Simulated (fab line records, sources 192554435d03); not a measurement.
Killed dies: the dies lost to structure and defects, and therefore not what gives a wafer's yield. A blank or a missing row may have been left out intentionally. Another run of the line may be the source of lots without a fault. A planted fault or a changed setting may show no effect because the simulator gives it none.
fab line records	flow n5Finfet
record: lots: 24	wafers: 72	lastDay: 19
route steps=1938 shown BEOL_M9@1461 BEOL_M10@1474
lots that met no fault: taken from a fault-free run of the same line
startH: start of the lot's first displayed wafer, in hours after the record's first day	waitH: hours from the lot's prior step to this one	" unchanged from the row above	L1.1+2: a row that stands for several wafers	- no value present, or no start provided	* or withheld: withheld	< > ~ a bound
route shown NAME@n: a module of which the file shows steps, and the number in the route of the first	usual: average and standard deviation across the fault-free wafers	same: alike in all rows	chamber/n: place in a boat	sites: each site's reading	_std_site: the standard deviation of these	_edge_site: mean of outer sites minus mean of inner sites	radiusMm: how far each site lies from the wafer's centre	mask NAME#n: copy n	behind: the tool/chamber that last shaped the wafer	hold: the reason the lot was held/the length of the hold in hours/how it ended	device: the transistor (n, p or np) that didn't switch	end of line: tests run on the same wafers once the route is complete	step lacking rows: just its recipe	killed: the dies lost at the first sort to structure and to defects; this is not the yield of the wafer	map: the dies of a wafer, with x for killed, . for not killed, _ for no die there
set.NAME: the setting that was run; set.NAME@STEP: the one run at that earlier step	model.NAME: the simulator's own value behind a step, which no gauge read
one table for each step of the route and one row for each wafer, over a sample of lots
services: the hour from which a tool's chamber was out of use, counted from the record's first day as startH (under 0 if before that day), plus the number of hours and why
== steps ==
step: N5_BEOL_M9_SPUTTER_48
recipe: material: Cu	targetThkA: 120	tempC: -20	biasV: 60	powerW: 26000	chamberPressurePa: 0.13	timeS: 2
usual: substrateTempC: -20.00/0.1	throttleValvePct: 30.0/1.1
lot.wafer	tool	chamber	startH	waitH	substrateTempC	throttleValvePct
L074.1	pvdSputter-01	-	218.87	1.2	-20.15	30.8
L074.4	"	-	"	"	-20.00	31.0
L074.6	"	-	"	"	-20.06	30.6
L075.2	pvdSputter-02	-	233.22	0.1	-20.20	29.5
L075.3	"	-	"	"	-19.89	30.8
L075.5	"	-	"	"	-20.04	30.2
L076.1	pvdSputter-03	-	255.56	0.1	-19.96	31.2
L076.2	"	-	"	"	-19.90	29.9
L076.4	"	-	"	"	-19.77	30.8
L077.3	pvdSputter-02	-	261.47	0.1	-20.15	30.2
L077.5	"	-	"	"	-20.11	28.9
L077.6	"	-	"	"	-20.02	29.9
L079.4	pvdSputter-02	-	261.59	0.1	-20.08	30.9
L079.5	"	-	"	"	-19.98	29.6
L079.6	"	-	"	"	-20.02	30.9
L078.1	pvdSputter-03	-	273.79	0.1	-19.84	27.8
L078.5	"	-	"	"	-19.90	30.1
L078.6	"	-	"	"	-19.95	28.1
L081.2	pvdSputter-02	-	284.42	0.1	-20.16	28.3
L081.4	"	-	"	"	-20.05	31.0
L081.5	"	-	"	"	-20.04	30.4
L082.1	pvdSputter-02	-	284.66	0.1	-19.97	29.7
L082.2	"	-	"	"	-19.86	31.1
L082.4	"	-	"	"	-19.85	30.1
L080.1	pvdSputter-02	-	292.19	0.1	-19.93	30.3
L080.3	"	-	"	"	-19.88	28.9
L080.6	"	-	"	"	-19.99	30.0
L084.4	pvdSputter-02	-	292.27	0.1	-19.94	29.4
L084.5	"	-	"	"	-20.10	30.0
L084.6	"	-	"	"	-20.06	28.6
L087.4	pvdSputter-02	-	298.52	0.0	-20.12	31.0
L087.5	"	-	"	"	-20.03	29.4
L087.6	"	-	"	"	-19.99	30.9
L083.1	pvdSputter-03	-	299.69	0.1	-20.00	28.0
L083.3	"	-	"	"	-20.07	30.1
L083.5	"	-	"	"	-19.84	27.9
L085.2	pvdSputter-03	-	301.23	0.1	-19.98	28.0
L085.5	"	-	"	"	-19.95	29.9
L085.6	"	-	"	"	-19.82	30.8
L086.2	pvdSputter-03	-	321.38	0.1	-20.15	31.0
L086.5	"	-	"	"	-19.90	31.1
L086.6	"	-	"	"	-19.94	27.7
L088.1	pvdSputter-02	-	325.25	0.3	-19.88	29.5
L088.2	"	-	"	"	-20.20	31.0
L088.4	"	-	"	"	-20.09	30.1
L091.2	pvdSputter-03	-	333.24	0.1	-20.01	29.9
L091.3	"	-	"	"	-19.90	27.9
L091.6	"	-	"	"	-20.00	30.3
L089.1	pvdSputter-03	-	333.32	0.2	-19.98	31.0
L089.5	"	-	"	"	-20.01	30.8
L089.6	"	-	"	"	-19.97	30.2
L092.1	pvdSputter-03	-	358.27	0.1	-19.96	30.1
L092.2	"	-	"	"	-19.92	31.1
L092.3	"	-	"	"	-19.90	27.8
L094.2	pvdSputter-01	-	362.30	1.8	-19.94	30.6
L094.3	"	-	"	"	-19.99	30.6
L094.4	"	-	"	"	-20.07	32.0
L093.2	pvdSputter-01	-	367.71	0.1	-19.93	32.2
L093.3	"	-	"	"	-20.12	30.6
L093.4	"	-	"	"	-20.16	30.8
L090.1	pvdSputter-03	-	368.72	0.1	-19.94	27.9
L090.4	"	-	"	"	-19.94	30.1
L090.6	"	-	"	"	-20.00	30.3
L095.1	pvdSputter-03	-	369.36	0.1	-19.86	30.0
L095.4	"	-	"	"	-20.13	27.7
L095.5	"	-	"	"	-19.98	30.9
L096.1	pvdSputter-02	-	377.81	0.1	-20.04	30.8
L096.2	"	-	"	"	-20.15	30.2
L096.4	"	-	"	"	-20.12	29.7
L097.3	pvdSputter-03	-	385.75	0.1	-20.03	28.1
L097.4	"	-	"	"	-19.82	30.9
L097.5	"	-	"	"	-20.15	30.0
step: N5_BEOL_M9_CMP_52
recipe: stopOn: SiCOH_lowk	tOverpolishS: 7	downForcePsi: 1	platenRpm: 50	clearingPlatenDownForcePsi: 1.5	clearingPlatenRpm: 50	postCmpClean: cuAlkaline	targetThkNm: 140	clearingPlatenPadVelocityMS: 0.99484	padVelocityMS: 0.99484
usual: barrierFieldEndpointS: 28.6/0.6	motorCurrentA: 5.9/0.71	overpolishRunS: 7.000/0.0087	timeToEndpointS: 64.8/2.9
lot.wafer	tool	chamber	startH	waitH	barrierFieldEndpointS	motorCurrentA	overpolishRunS	timeToEndpointS
L074.4	cmp-02	1	219.56	0.2	29.7	5.7	6.994	63.8
L074.1	"	2	"	"	28.9	6.5	7.018	65.9
L074.6	"	1	"	"	28.9	6.0	7.003	63.8
L075.3	cmp-04	3	233.96	0.2	27.6	5.0	7.004	62.6
L075.2	"	0	"	"	29.0	5.2	6.997	62.5
L075.5	"	2	"	"	28.5	5.8	7.005	60.3
L076.4	cmp-03	3	256.26	0.1	29.3	6.1	7.001	67.8
L076.1	"	0	"	"	29.0	6.1	6.999	67.1
L076.2	"	2	"	"	29.0	5.7	7.012	66.0
L077.3	cmp-03	3	262.11	0.3	29.9	6.7	6.997	74.9
L077.6	"	0	"	"	29.8	5.8	6.997	68.8
L077.5	"	1	"	"	29.7	6.3	7.004	72.0
L079.4	cmp-04	3	262.15	0.2	28.7	4.6	7.002	61.8
L079.5	"	2	"	"	28.7	5.6	7.019	63.7
L079.6	"	3	"	"	28.4	4.8	7.009	60.5
L078.1	cmp-03	2	275.52	0.3	27.8	5.7	7.002	64.2
L078.5	"	0	"	"	28.7	5.7	7.010	62.5
L078.6	"	1	"	"	28.7	6.3	6.995	68.1
L081.4	cmp-04	0	284.98	0.2	29.4	5.1	7.006	69.2
L081.2	"	1	"	"	29.2	5.8	6.994	65.3
L081.5	"	0	"	"	29.7	5.1	6.992	67.2
L082.1	cmp-04	1	285.37	0.3	29.3	5.7	6.978	66.2
L082.4	"	3	"	"	30.2	4.6	7.000	65.2
L082.2	"	0	"	"	28.2	5.6	6.994	64.0
L080.1	cmp-02	0	292.86	0.3	28.4	6.9	6.988	68.4
L080.3	"	2	"	"	29.0	6.4	7.012	71.0
L080.6	"	0	"	"	28.1	6.6	7.001	65.5
L084.4	cmp-03	2	293.17	0.2	28.5	5.8	7.007	65.2
L084.6	"	0	"	"	27.9	5.9	7.005	66.7
L084.5	"	1	"	"	28.4	6.3	6.994	62.8
L087.4	cmp-03	2	299.49	0.1	29.0	6.1	7.003	68.2
L087.5	"	2	"	"	29.0	6.3	7.002	65.2
L087.6	"	3	"	"	29.0	6.5	7.011	67.5
L083.1	cmp-04	0	300.25	0.3	29.4	5.4	6.987	68.3
L083.3	"	2	"	"	28.8	5.7	6.999	63.7
L083.5	"	1	"	"	29.0	5.8	7.002	66.9
L085.2	cmp-04	0	302.01	0.3	29.1	5.1	7.017	71.9
L085.6	"	1	"	"	28.8	5.7	7.003	65.8
L085.5	"	2	"	"	29.0	5.9	7.012	65.6
L086.2	cmp-02	3	322.04	0.3	28.8	7.5	7.003	62.9
L086.6	"	1	"	"	28.3	5.9	7.003	66.1
L086.5	"	2	"	"	29.7	6.6	7.001	71.8
L088.4	cmp-03	2	325.79	0.1	27.8	6.2	6.997	61.1
L088.2	"	3	"	"	27.9	6.4	6.991	63.1
L088.1	"	0	"	"	27.1	5.6	6.999	60.1
L091.2	cmp-02	3	334.59	0.2	28.5	8.1	7.006	65.5
L091.3	"	0	"	"	28.8	6.8	7.005	65.4
L091.6	"	0	"	"	29.0	7.0	6.999	64.5
L089.1	cmp-02	1	335.02	0.5	28.5	6.2	6.998	63.3
L089.5	"	0	"	"	28.7	6.8	6.996	62.6
L089.6	"	1	"	"	29.1	6.1	6.987	64.1
L092.3	cmp-04	2	358.81	0.2	27.6	5.4	6.993	61.6
L092.1	"	3	"	"	27.3	4.8	7.002	61.8
L092.2	"	1	"	"	27.4	5.5	7.008	60.3
L094.2	cmp-04	2	363.28	0.2	28.2	5.4	7.019	60.5
L094.3	"	0	"	"	28.2	5.1	7.004	60.5
L094.4	"	1	"	"	28.3	5.7	6.990	60.9
L093.4	cmp-04	1	368.24	0.1	29.2	5.8	6.991	63.4
L093.3	"	3	"	"	28.8	4.7	7.004	66.3
L093.2	"	0	"	"	28.7	5.2	6.990	65.3
L090.1	cmp-04	2	369.35	0.3	28.4	5.7	6.995	63.5
L090.4	"	3	"	"	28.5	4.7	7.012	64.0
L090.6	"	2	"	"	27.9	5.6	6.992	60.5
L095.4	cmp-04	0	369.89	0.1	28.1	5.0	7.014	65.4
L095.1	"	3	"	"	28.4	4.9	7.004	62.7
L095.5	"	0	"	"	29.2	5.0	7.002	64.1
L096.1	cmp-04	0	378.33	0.3	28.1	5.0	6.993	64.4
L096.4	"	2	"	"	28.0	5.7	6.984	63.2
L096.2	"	3	"	"	27.7	4.7	6.990	62.8
L097.4	cmp-03	3	386.31	0.2	29.6	6.5	6.996	67.0
L097.3	"	0	"	"	28.1	6.1	7.003	64.5
L097.5	"	3	"	"	29.4	6.1	6.991	67.1
step: N5_BEOL_M9_DEP_56
recipe: material: SiCN	targetThkA: 150	tempC: withheld	precursor: 3MS/NH3	pressureTorr: 3	rfW: 202	timeS: 26.5
usual: rfFwdPowerW: 200.2/0.75	showerheadPlenumPTorr: 3.663/0.015	throttleValvePct: 9.1/0.48
lot.wafer	tool	chamber	startH	waitH	rfFwdPowerW	showerheadPlenumPTorr	throttleValvePct
L074.1	pecvd-03	2	219.88	0.0	200.5	3.680	8.0
L074.4	"	2	"	"	199.9	3.668	8.1
L074.6	"	0	"	"	200.6	3.680	9.7
L075.2	pecvd-04	2	234.24	0.0	200.1	3.645	9.2
L075.3	"	0	"	"	200.3	3.664	9.2
L075.5	"	2	"	"	200.6	3.660	9.1
L076.1	pecvd-02	0	256.61	0.0	200.8	3.687	9.0
L076.2	"	2	"	"	200.0	3.658	8.8
L076.4	"	0	"	"	201.3	3.690	8.9
L077.3	pecvd-04	0	262.35	0.0	200.1	3.658	9.2
L077.5	"	0	"	"	200.6	3.649	9.0
L077.6	"	1	"	"	200.1	3.658	9.2
L079.4	pecvd-02	0	262.49	0.0	201.0	3.688	9.2
L079.5	"	1	"	"	200.0	3.668	9.0
L079.6	"	2	"	"	200.4	3.662	8.8
L078.1	pecvd-04	2	275.80	0.0	201.8	3.655	9.3
L078.5	"	1	"	"	199.2	3.665	9.2
L078.6	"	0	"	"	200.8	3.651	9.0
L081.2	pecvd-03	0	285.30	0.0	199.9	3.697	9.6
L081.4	"	2	"	"	201.3	3.692	8.0
L081.5	"	1	"	"	199.6	3.649	9.8
L082.1	pecvd-03	1	285.73	0.0	199.5	3.652	9.3
L082.2	"	0	"	"	202.1	3.679	9.8
L082.4	"	1	"	"	200.1	3.646	9.5
L080.1	pecvd-04	0	293.18	0.0	200.8	3.670	9.0
L080.3	"	1	"	"	200.4	3.656	9.0
L080.6	"	2	"	"	200.3	3.657	9.3
L084.4	pecvd-03	0	293.47	0.0	200.2	3.686	9.7
L084.5	"	2	"	"	201.2	3.672	8.2
L084.6	"	1	"	"	199.7	3.644	9.8
L087.4	pecvd-02	1	299.87	0.0	200.0	3.683	9.1
L087.5	"	2	"	"	199.5	3.661	9.0
L087.6	"	0	"	"	200.7	3.686	9.0
L083.1	pecvd-03	2	300.60	0.0	200.9	3.658	8.4
L083.3	"	0	"	"	201.6	3.685	9.3
L083.5	"	2	"	"	200.8	3.673	8.1
L085.2	pecvd-04	2	302.28	0.0	199.7	3.657	9.1
L085.5	"	2	"	"	199.9	3.657	9.2
L085.6	"	0	"	"	201.2	3.660	9.2
L086.2	pecvd-04	1	322.32	0.0	200.9	3.673	9.4
L086.5	"	1	"	"	200.1	3.654	9.2
L086.6	"	0	"	"	200.3	3.649	9.2
L088.1	pecvd-03	2	326.15	0.0	200.1	3.675	8.1
L088.2	"	1	"	"	200.3	3.644	9.9
L088.4	"	0	"	"	201.6	3.695	9.6
L091.2	pecvd-03	0	334.94	0.0	199.0	3.681	9.5
L091.3	"	2	"	"	201.1	3.670	8.2
L091.6	"	1	"	"	198.3	3.640	9.7
L089.1	pecvd-03	0	335.34	0.0	199.5	3.680	9.5
L089.5	"	1	"	"	198.9	3.645	9.6
L089.6	"	2	"	"	201.0	3.666	8.6
L092.1	pecvd-04	1	359.17	0.0	199.7	3.661	9.4
L092.2	"	2	"	"	200.4	3.657	9.4
L092.3	"	0	"	"	199.8	3.659	9.0
L094.2	pecvd-04	2	363.64	0.0	199.4	3.659	9.2
L094.3	"	1	"	"	199.8	3.656	9.1
L094.4	"	1	"	"	198.4	3.659	9.1
L093.2	pecvd-04	1	368.59	0.0	199.2	3.665	9.2
L093.3	"	0	"	"	201.5	3.662	9.0
L093.4	"	2	"	"	199.8	3.662	9.2
L090.1	pecvd-03	0	369.67	0.0	199.9	3.688	9.9
L090.4	"	1	"	"	199.1	3.643	9.7
L090.6	"	0	"	"	201.0	3.681	9.6
L095.1	pecvd-04	2	370.24	0.0	201.6	3.656	9.3
L095.4	"	1	"	"	199.4	3.662	9.2
L095.5	"	2	"	"	200.8	3.650	9.3
L096.1	pecvd-04	1	378.69	0.0	199.3	3.663	9.5
L096.2	"	0	"	"	199.4	3.656	9.2
L096.4	"	0	"	"	200.0	3.657	9.1
L097.3	pecvd-03	0	386.63	0.0	200.3	3.686	9.9
L097.4	"	0	"	"	200.1	3.698	9.9
L097.5	"	1	"	"	199.4	3.646	9.5
step: N5_BEOL_M10_HM_DEP_02
recipe: material: TiN	targetThkA: 200	tempC: 25	chamberPressurePa: 0.49996
usual: substrateTempC: 25.01/0.12	throttleValvePct: 30.3/1.1
lot.wafer	tool	chamber	startH	waitH	substrateTempC	throttleValvePct
L074.1	pvdSputter-02	-	220.90	0.2	24.92	30.0
L074.4	"	-	"	"	25.09	29.5
L074.6	"	-	"	"	25.10	30.4
L075.2	pvdSputter-02	-	236.26	1.2	25.05	29.9
L075.3	"	-	"	"	24.95	31.0
L075.5	"	-	"	"	25.32	29.7
L076.1	pvdSputter-01	-	260.43	3.0	25.05	30.6
L076.2	"	-	"	"	24.95	31.4
L076.4	"	-	"	"	24.79	30.4
L077.3	pvdSputter-03	-	265.97	2.8	25.08	27.9
L077.5	"	-	"	"	25.14	31.1
L077.6	"	-	"	"	25.00	30.2
L079.4	pvdSputter-03	-	266.07	2.8	24.87	30.9
L079.5	"	-	"	"	24.97	31.0
L079.6	"	-	"	"	24.94	27.9
L078.1	pvdSputter-02	-	277.06	0.5	24.97	30.9
L078.5	"	-	"	"	25.04	29.3
L078.6	"	-	"	"	25.01	30.3
L081.2	pvdSputter-03	-	289.71	3.6	24.98	31.1
L081.4	"	-	"	"	25.02	28.0
L081.5	"	-	"	"	24.90	31.0
L082.1	pvdSputter-03	-	290.01	3.4	24.96	30.9
L082.2	"	-	"	"	24.82	27.6
L082.4	"	-	"	"	25.09	31.1
L080.1	pvdSputter-03	-	297.35	3.4	24.91	31.0
L080.3	"	-	"	"	25.00	31.2
L080.6	"	-	"	"	25.03	30.7
L084.4	pvdSputter-03	-	297.45	3.2	24.90	30.7
L084.5	"	-	"	"	25.00	30.1
L084.6	"	-	"	"	25.23	27.6
L087.4	pvdSputter-03	-	300.79	0.1	24.91	29.9
L087.5	"	-	"	"	25.09	28.1
L087.6	"	-	"	"	24.84	30.1
L083.1	pvdSputter-02	-	304.44	2.3	25.08	31.0
L083.3	"	-	"	"	24.88	28.6
L083.5	"	-	"	"	24.92	30.9
L085.2	pvdSputter-02	-	304.54	1.5	24.98	30.1
L085.5	"	-	"	"	24.84	29.6
L085.6	"	-	"	"	25.00	29.9
L086.2	pvdSputter-02	-	323.69	0.6	25.06	29.5
L086.5	"	-	"	"	25.00	30.9
L086.6	"	-	"	"	25.11	29.8
L088.1	pvdSputter-01	-	329.57	2.6	25.04	31.3
L088.2	"	-	"	"	25.28	30.7
L088.4	"	-	"	"	24.72	30.7
L091.2	pvdSputter-03	-	336.26	0.5	24.97	30.6
L091.3	"	-	"	"	25.05	30.2
L091.6	"	-	"	"	24.96	31.0
L089.1	pvdSputter-01	-	337.17	0.6	24.76	30.5
L089.5	"	-	"	"	25.02	30.6
L089.6	"	-	"	"	24.84	32.2
L092.1	pvdSputter-01	-	360.28	0.3	25.00	31.3
L092.2	"	-	"	"	25.14	30.9
L092.3	"	-	"	"	25.15	30.6
L094.2	pvdSputter-01	-	364.82	0.4	25.10	30.8
L094.3	"	-	"	"	25.16	32.1
L094.4	"	-	"	"	25.00	30.9
L093.2	pvdSputter-01	-	370.30	0.9	25.06	31.1
L093.3	"	-	"	"	24.80	31.0
L093.4	"	-	"	"	25.05	32.0
L090.1	pvdSputter-03	-	370.88	0.4	25.02	30.3
L090.4	"	-	"	"	25.20	27.6
L090.6	"	-	"	"	24.93	30.1
L095.1	pvdSputter-02	-	371.17	0.1	25.16	31.1
L095.4	"	-	"	"	25.08	28.7
L095.5	"	-	"	"	25.19	29.4
L096.1	pvdSputter-01	-	380.95	1.5	24.83	30.6
L096.2	"	-	"	"	25.00	32.1
L096.4	"	-	"	"	25.01	31.1
L097.3	pvdSputter-01	-	389.11	1.2	24.96	30.8
L097.4	"	-	"	"	25.15	30.4
L097.5	"	-	"	"	25.04	30.9
step: N5_BEOL_M10_CD_MEAS_11
recipe: targetCdNm: 64.1	landingEnergyEv: 500	detector: seInlens	polarity: opening
usual: cdNm: 63.7/0.68
lot.wafer	tool	chamber	startH	waitH	cdNm
L074.1	cdSem-01	0	221.27	-	63.9
L074.4	"	0	"	"	64.3
L074.6	"	0	"	"	64.3
L075.2	cdSem-02	0	236.63	-	63.4
L075.3	"	0	"	"	62.9
L075.5	"	0	"	"	62.8
L076.1	cdSem-01	0	260.92	-	63.7
L076.2	"	0	"	"	63.2
L076.4	"	0	"	"	63.3
L077.3	cdSem-03	0	266.47	-	63.8
L077.5	"	0	"	"	64.5
L077.6	"	0	"	"	63.9
L079.4	cdSem-02	0	266.51	-	64.4
L079.5	"	0	"	"	63.3
L079.6	"	0	"	"	64.3
L078.1	cdSem-01	0	277.44	-	63.9
L078.5	"	0	"	"	63.3
L078.6	"	0	"	"	64.4
L081.2	cdSem-03	0	290.08	-	64.2
L081.4	"	0	"	"	63.2
L081.5	"	0	"	"	63.8
L082.1	cdSem-03	0	290.38	-	62.6
L082.2	"	0	"	"	62.8
L082.4	"	0	"	"	62.4
L080.1	cdSem-01	0	297.73	-	63.8
L080.3	"	0	"	"	63.4
L080.6	"	0	"	"	63.5
L084.4	cdSem-02	0	297.96	-	62.9
L084.5	"	0	"	"	62.7
L084.6	"	0	"	"	62.4
L087.4	cdSem-02	0	301.17	-	64.0
L087.5	"	0	"	"	64.3
L087.6	"	0	"	"	63.8
L083.1	cdSem-03	0	304.93	-	64.3
L083.3	"	0	"	"	64.5
L083.5	"	0	"	"	64.9
L085.2	cdSem-02	0	305.10	-	63.4
L085.5	"	0	"	"	64.1
L085.6	"	0	"	"	64.4
L086.2	cdSem-01	0	324.19	-	64.1
L086.5	"	0	"	"	63.7
L086.6	"	0	"	"	63.7
L088.1	cdSem-01	0	330.07	-	65.0
L088.2	"	0	"	"	64.6
L088.4	"	0	"	"	64.2
L091.2	cdSem-01	0	336.76	-	64.8
L091.3	"	0	"	"	64.1
L091.6	"	0	"	"	64.0
L089.1	cdSem-03	0	337.67	-	63.7
L089.5	"	0	"	"	64.7
L089.6	"	0	"	"	64.2
L092.1	cdSem-03	0	360.77	-	63.8
L092.2	"	0	"	"	64.1
L092.3	"	0	"	"	64.2
L094.2	cdSem-03	0	365.32	-	62.5
L094.3	"	0	"	"	63.0
L094.4	"	0	"	"	64.0
L093.2	cdSem-03	0	370.80	-	64.1
L093.3	"	0	"	"	63.7
L093.4	"	0	"	"	63.7
L090.1	cdSem-02	0	371.38	-	62.2
L090.4	"	0	"	"	62.6
L090.6	"	0	"	"	62.7
L095.1	cdSem-01	0	371.54	-	63.4
L095.4	"	0	"	"	64.4
L095.5	"	0	"	"	63.8
L096.1	cdSem-01	0	381.44	-	63.4
L096.2	"	0	"	"	62.9
L096.4	"	0	"	"	62.6
L097.3	cdSem-01	0	389.61	-	64.1
L097.4	"	0	"	"	64.1
L097.5	"	0	"	"	63.6
step: N5_BEOL_M10_ETCH_61
recipe: chemistry: CF4	target: SiARC	targetDepthA: 390	maskMaterial: CAR-ArF	timeS: 65	ionEnergyEv: 80	pressureMtorr: 40	sourceW: 545	biasW: 36	Ar_flow_sccm: 100	cf4FlowSccm: 100	ends: cleared
usual: drypumpMotorCurrentA: 5.8/0.4	etchRfOnTimeS: 64.3/1.4	oesProductAu: 0.70/0.067	rfFwdPowerW: 538.9/2.4	rfVppV: 183.8/1.3	showerheadPlenumPTorr: 2.12/0.094	throttleValvePct: 15.67/0.23
lot.wafer	tool	chamber	startH	waitH	drypumpMotorCurrentA	etchRfOnTimeS	oesProductAu	rfFwdPowerW	rfHoursCounterH	rfVppV	showerheadPlenumPTorr	throttleValvePct
L074.1	rieDiel-04	2	221.40	0.0	6.0	62.5	0.74	537.2	58	183.4	2.08	15.60
L074.4	"	3	"	"	6.4	64.5	0.59	542.3	245	184.1	2.10	16.11
L074.6	"	2	"	"	6.0	63.7	0.74	537.6	-	183.3	2.08	15.59
L075.2	rieDiel-05	3	236.83	0.0	4.9	65.5	0.73	538.9	67	183.8	2.25	15.50
L075.3	"	2	"	"	5.8	62.5	0.64	533.1	180	182.0	1.97	15.91
L075.5	"	2	"	"	5.8	62.5	0.64	537.2	-	181.8	1.97	15.92
L076.1	rieDiel-05	0	261.05	0.0	5.4	62.5	0.82	540.2	6	182.6	2.09	15.36
L076.2	"	1	"	"	5.4	62.6	0.72	536.9	80	185.7	2.17	15.81
L076.4	"	2	"	"	5.8	62.4	0.63	534.5	190	180.9	1.96	15.93
L077.3	rieDiel-04	0	266.65	0.0	6.2	63.4	0.72	539.0	64	185.2	2.28	15.92
L077.5	"	1	"	"	6.0	63.1	0.74	539.8	-	184.7	2.09	15.38
L077.6	"	2	"	"	6.0	64.5	0.72	539.5	-	183.2	2.08	15.62
L079.4	rieDiel-03	1	266.70	0.0	5.8	64.0	0.77	538.2	27	184.4	2.18	15.25
L079.5	"	3	"	"	5.5	64.5	0.78	537.6	-	185.9	2.20	15.44
L079.6	"	0	"	"	5.7	66.2	0.60	538.5	-	180.5	1.96	15.88
L078.1	rieDiel-03	0	277.56	0.0	5.7	65.3	0.61	537.8	201	182.5	1.96	15.91
L078.5	"	0	"	"	5.7	65.8	0.61	538.5	-	182.8	1.96	15.91
L078.6	"	3	"	"	5.5	63.6	0.79	537.0	-	184.3	2.20	15.46
L081.2	rieDiel-05	2	290.20	0.0	5.8	62.1	0.62	536.1	200	182.2	1.96	15.96
L081.4	"	0	"	"	5.4	62.3	0.80	540.2	15	184.2	2.09	15.37
L081.5	"	3	"	"	4.9	65.8	0.70	537.7	-	185.2	2.25	15.53
L082.1	rieDiel-04	2	290.50	0.0	6.0	64.5	0.70	538.2	86	183.8	2.07	15.65
L082.2	"	0	"	"	6.2	64.2	0.70	538.8	72	186.2	2.27	15.93
L082.4	"	3	"	"	6.4	64.3	0.82	540.1	11	184.0	2.10	15.60
L080.1	rieDiel-03	3	297.85	0.0	5.5	64.6	0.76	535.1	25	185.5	2.20	15.47
L080.3	"	0	"	"	5.7	66.5	0.60	536.9	208	182.3	1.96	15.90
L080.6	"	1	"	"	5.8	64.0	0.75	539.8	-	184.8	2.18	15.27
L084.4	rieDiel-04	3	298.07	0.0	6.4	64.4	0.82	537.9	12	183.6	2.10	15.63
L084.5	"	3	"	"	6.4	65.0	0.81	540.0	-	184.4	2.10	15.61
L084.6	"	2	"	"	6.0	64.8	0.70	539.0	-	183.5	2.07	15.65
L087.4	rieDiel-05	2	301.32	0.0	5.8	62.4	0.63	535.1	202	182.6	1.96	15.96
L087.5	"	0	"	"	5.5	62.5	0.80	539.7	-	183.1	2.08	15.38
L087.6	"	1	"	"	5.5	63.2	0.71	538.7	-	183.8	2.17	15.84
L083.1	rieDiel-05	3	305.05	0.0	4.9	66.8	0.69	536.4	90	185.6	2.24	15.55
L083.3	"	1	"	"	5.5	64.5	0.69	534.8	93	183.7	2.17	15.84
L083.5	"	1	"	"	5.5	63.7	0.70	534.9	-	183.5	2.17	15.84
L085.2	rieDiel-03	3	305.64	0.0	5.5	63.5	0.76	534.7	28	183.2	2.20	15.49
L085.5	"	2	"	"	5.6	66.4	0.58	542.3	-	184.2	2.13	15.72
L085.6	"	3	"	"	5.5	63.7	0.76	536.3	-	184.9	2.20	15.49
L086.2	rieDiel-05	0	324.41	0.0	5.4	62.3	0.78	539.1	25	184.6	2.08	15.39
L086.5	"	1	"	"	5.5	64.4	0.69	538.2	-	184.6	2.16	15.86
L086.6	"	2	"	"	5.8	62.2	0.62	536.8	-	182.7	1.96	15.97
L088.1	rieDiel-04	1	330.45	0.0	6.0	62.9	0.73	540.4	59	183.1	2.09	15.43
L088.2	"	3	"	"	6.4	64.2	0.80	540.7	23	184.3	2.10	15.66
L088.4	"	2	"	"	5.9	64.0	0.69	541.2	98	181.8	2.07	15.66
L091.2	rieDiel-05	2	336.88	0.0	5.8	62.6	0.62	538.0	213	182.0	1.95	15.98
L091.3	"	1	"	"	5.5	64.3	0.69	536.5	103	185.5	2.16	15.86
L091.6	"	0	"	"	5.4	63.4	0.77	541.6	-	184.7	2.08	15.41
L089.1	rieDiel-03	3	337.93	0.0	5.5	65.3	0.74	538.7	39	184.1	2.20	15.50
L089.5	"	1	"	"	5.8	64.0	0.74	539.4	-	184.0	2.17	15.29
L089.6	"	2	"	"	5.6	67.7	0.58	541.8	-	183.7	2.12	15.73
L092.1	rieDiel-04	3	360.90	0.0	6.4	64.8	0.77	543.7	33	182.8	2.09	15.66
L092.2	"	2	"	"	6.0	63.9	0.69	541.4	107	183.7	2.07	15.68
L092.3	"	1	"	"	6.0	62.8	0.72	540.1	69	184.5	2.08	15.43
L094.2	rieDiel-03	3	365.91	0.0	5.5	64.0	0.74	537.8	49	184.9	2.19	15.52
L094.3	"	1	"	"	5.8	63.3	0.73	540.6	60	185.3	2.17	15.30
L094.4	"	0	"	"	5.7	65.7	0.59	535.5	232	181.2	1.95	15.96
L093.2	rieDiel-04	2	370.93	0.0	6.0	64.5	0.69	539.9	112	183.7	2.06	15.69
L093.3	"	0	"	"	6.2	64.4	0.67	539.4	100	186.1	2.26	16.00
L093.4	"	2	"	"	6.0	64.8	0.69	538.4	-	181.5	2.07	15.70
L090.1	rieDiel-03	0	371.50	0.0	5.7	66.6	0.58	536.0	235	183.2	1.95	15.97
L090.4	"	3	"	"	5.5	64.7	0.73	540.1	-	182.8	2.19	15.51
L090.6	"	1	"	"	5.8	64.3	0.72	540.1	-	183.5	2.17	15.30
L095.1	rieDiel-05	1	371.67	0.0	5.5	64.4	0.68	534.6	114	183.3	2.16	15.89
L095.4	"	2	"	"	5.9	63.3	0.61	537.3	223	181.3	1.95	16.00
L095.5	"	3	"	"	4.9	65.8	0.68	540.1	-	185.5	2.24	15.58
L096.1	rieDiel-04	3	381.99	0.0	6.4	64.6	0.76	539.4	43	183.8	2.09	15.68
L096.2	"	2	"	"	6.0	64.0	0.67	535.1	117	182.7	2.06	15.70
L096.4	"	3	"	"	6.5	64.2	0.75	539.2	-	181.8	2.09	15.67
L097.3	rieDiel-04	0	389.89	0.0	6.1	64.0	0.67	540.7	109	185.0	2.26	15.99
L097.4	"	0	"	"	6.2	64.2	0.67	541.5	-	184.5	2.26	16.00
L097.5	"	3	"	"	6.4	64.7	0.76	540.9	-	185.3	2.09	15.68
== services ==
tool	chamber	startH	hours	kind
pecvd-04	1	208.68	11.0	repair
cmp-04	-	220.73	0.5	repair
pecvd-04	1	225.93	2.8	repair
cmp-04	-	227.11	4.6	pm
cmp-04	-	234.31	3.4	repair
pecvd-04	-	238.23	6.0	pm
pecvd-03	2	244.90	10.8	repair
cmp-03	-	245.00	6.5	repair
rieDiel-05	0	275.61	2.2	repair
rieDiel-03	1	288.45	4.6	repair
rieDiel-04	3	291.79	3.6	repair
pecvd-03	-	294.00	0.4	repair
pecvd-04	1	296.83	17.5	repair
cmp-04	-	296.84	0.8	repair
pvdSputter-03	-	308.35	10.1	repair
cmp-04	-	315.30	4.0	pm
cmp-03	-	320.48	0.6	repair
pecvd-04	2	332.80	4.8	repair
pecvd-04	1	339.76	13.8	repair
pvdSputter-02	-	340.03	24.0	repair
rieDiel-05	-	363.83	2.8	pm
rieDiel-05	2	368.47	3.1	repair
rieDiel-04	1	370.42	22.5	repair
pecvd-03	-	383.08	2.8	repair
== key ==
fault none
